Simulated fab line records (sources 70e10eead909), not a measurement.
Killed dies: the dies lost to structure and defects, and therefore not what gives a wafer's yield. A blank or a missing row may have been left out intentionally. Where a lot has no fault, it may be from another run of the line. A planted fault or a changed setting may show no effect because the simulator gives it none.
Which tool did it? / flow nand harc / 11 lots with 33 wafers sampled at 5 steps, on a route of 1159 steps

## WHAT THE GAUGES SHOWED, per wafer
NHARC_END_SORT_01.
lot=L618; measured=day 23 12:39; on=prober-02; killed at array=35 373 26
lot=L617; measured=day 23 12:43; on=prober-01; killed at array=410 35 29

## EACH LOT AND THE TOOL THAT RAN IT (in order: tool; ch and the chambers of the sampled wafers; start)
lot=L610; NHARC_A_STAIRCASE_TRIM_191=rie diel-02 ch 0,2, day 11 16:31; NHARC_A_STAIRCASE_ETCH_192=rie diel-02 ch 0,1,3, no start; NHARC_A_STAIRCASE_TRIM_198=rie diel-02 ch 1,2,3, no start; NHARC_A_STAIRCASE_ETCH_201=rie diel-02 ch 1,2,3, no start
lot=L608; NHARC_A_STAIRCASE_TRIM_191=rie diel-01 ch 1,3, day 11 18:32; NHARC_A_STAIRCASE_ETCH_192=rie diel-01 ch 1,2,3, no start; NHARC_A_STAIRCASE_TRIM_198=rie diel-01 ch 0,2,3, no start; NHARC_A_STAIRCASE_ETCH_201=rie diel-01 ch 0,2, no start
lot=L607; NHARC_A_STAIRCASE_TRIM_191=rie diel-01 ch 0,2,3, day 11 22:44; NHARC_A_STAIRCASE_ETCH_192=rie diel-01 ch 1,2,3, no start; NHARC_A_STAIRCASE_TRIM_198=rie diel-01 ch 1,3, no start; NHARC_A_STAIRCASE_ETCH_201=rie diel-01 ch 0,1,2, no start
lot=L609; NHARC_A_STAIRCASE_TRIM_191=rie diel-02 ch 0,2,3, day 12 04:45; NHARC_A_STAIRCASE_ETCH_192=rie diel-02 ch 1,2, no start; NHARC_A_STAIRCASE_TRIM_198=rie diel-02 ch 0,1, no start; NHARC_A_STAIRCASE_ETCH_201=rie diel-02 ch 1,2, no start
lot=L612; NHARC_A_STAIRCASE_TRIM_191=rie diel-02 ch 1,3, day 12 17:04; NHARC_A_STAIRCASE_ETCH_192=rie diel-02 ch 0,1,2, no start; NHARC_A_STAIRCASE_TRIM_198=rie diel-02 ch 0,2, no start; NHARC_A_STAIRCASE_ETCH_201=rie diel-02 ch 0,2, no start
lot=L619; NHARC_A_STAIRCASE_TRIM_191=rie diel-06 ch 0,1,3, day 14 17:31; NHARC_A_STAIRCASE_ETCH_192=rie diel-06 ch 0,2,3, no start; NHARC_A_STAIRCASE_TRIM_198=rie diel-06 ch 0,2,3, no start; NHARC_A_STAIRCASE_ETCH_201=rie diel-06 ch 0,2,3, no start
lot=L618; NHARC_A_STAIRCASE_TRIM_191=rie diel-06 ch 0,1,2, day 14 20:59; NHARC_A_STAIRCASE_ETCH_192=rie diel-06 ch 0,2,3, day 23 12:39 or earlier; NHARC_A_STAIRCASE_TRIM_198=rie diel-06 ch 1,2,3, day 23 12:39 or earlier; NHARC_A_STAIRCASE_ETCH_201=rie diel-06 ch 1,2,3, day 23 12:39 or earlier
lot=L617; NHARC_A_STAIRCASE_TRIM_191=rie diel-06 ch 0,2,3, day 14 21:40; NHARC_A_STAIRCASE_ETCH_192=rie diel-06 ch 0,1,2, day 23 12:43 or earlier; NHARC_A_STAIRCASE_TRIM_198=rie diel-01 ch 0,3, day 23 12:43 or earlier; NHARC_A_STAIRCASE_ETCH_201=rie diel-01 ch 0,2, day 23 12:43 or earlier
lot=L622; NHARC_A_STAIRCASE_TRIM_191=rie diel-02 ch 0,1,3, day 15 06:39; NHARC_A_STAIRCASE_ETCH_192=rie diel-02 ch 0,3, no start; NHARC_A_STAIRCASE_TRIM_198=rie diel-06 ch 0,2,3, no start; NHARC_A_STAIRCASE_ETCH_201=rie diel-06 ch 0,1,2, no start
lot=L623; NHARC_A_STAIRCASE_TRIM_191=rie diel-01 ch 0,2,3, day 15 10:32; NHARC_A_STAIRCASE_ETCH_192=rie diel-01 ch 0,2,3, no start; NHARC_A_STAIRCASE_TRIM_198=rie diel-06 ch 0,1,3, no start; NHARC_A_STAIRCASE_ETCH_201=rie diel-06 ch 0,1,2, no start
lot=L627; NHARC_A_STAIRCASE_TRIM_191=rie diel-01 ch 0,1,3, day 16 07:53; NHARC_A_STAIRCASE_ETCH_192=rie diel-01 ch 0,1,2, no start; NHARC_A_STAIRCASE_TRIM_198=rie diel-06 ch 0,1,2, no start; NHARC_A_STAIRCASE_ETCH_201=rie diel-06 ch 1,2,3, no start
- NHARC_A_STAIRCASE_TRIM_191: chemistry O2, time 211.2 s.
- NHARC_A_STAIRCASE_ETCH_192: etches the open film in C4F8/O2, target depth 100 nm, time 40.5 s.
- NHARC_A_STAIRCASE_TRIM_198: chemistry O2, time 211.2 s.
- NHARC_A_STAIRCASE_ETCH_201: etches the open film in C4F8/O2, target depth 100 nm, time 40.5 s.

## THE ANSWER, worked out from the rows above alone
Rule: the lots themselves supply what counts as usual. The widest of any qualifying gaps counts: lots, ordered by their means at a reading, are off when they make up no more than a third of the lots, leave a main group of 4 or more, and stand apart from it by 3 or more times the standard deviation of that group's means. Not used: any main group whose means are identical at the precision the tables above print for the reading. A lot without any number at a reading at which 4 lots or more have one is off too. Where the step has rows for the other lots, those lots are counted as sound.
Across all readings shown, no lot is off: no conclusion can be drawn from this.

## WHAT THE SIMULATOR PUT IN
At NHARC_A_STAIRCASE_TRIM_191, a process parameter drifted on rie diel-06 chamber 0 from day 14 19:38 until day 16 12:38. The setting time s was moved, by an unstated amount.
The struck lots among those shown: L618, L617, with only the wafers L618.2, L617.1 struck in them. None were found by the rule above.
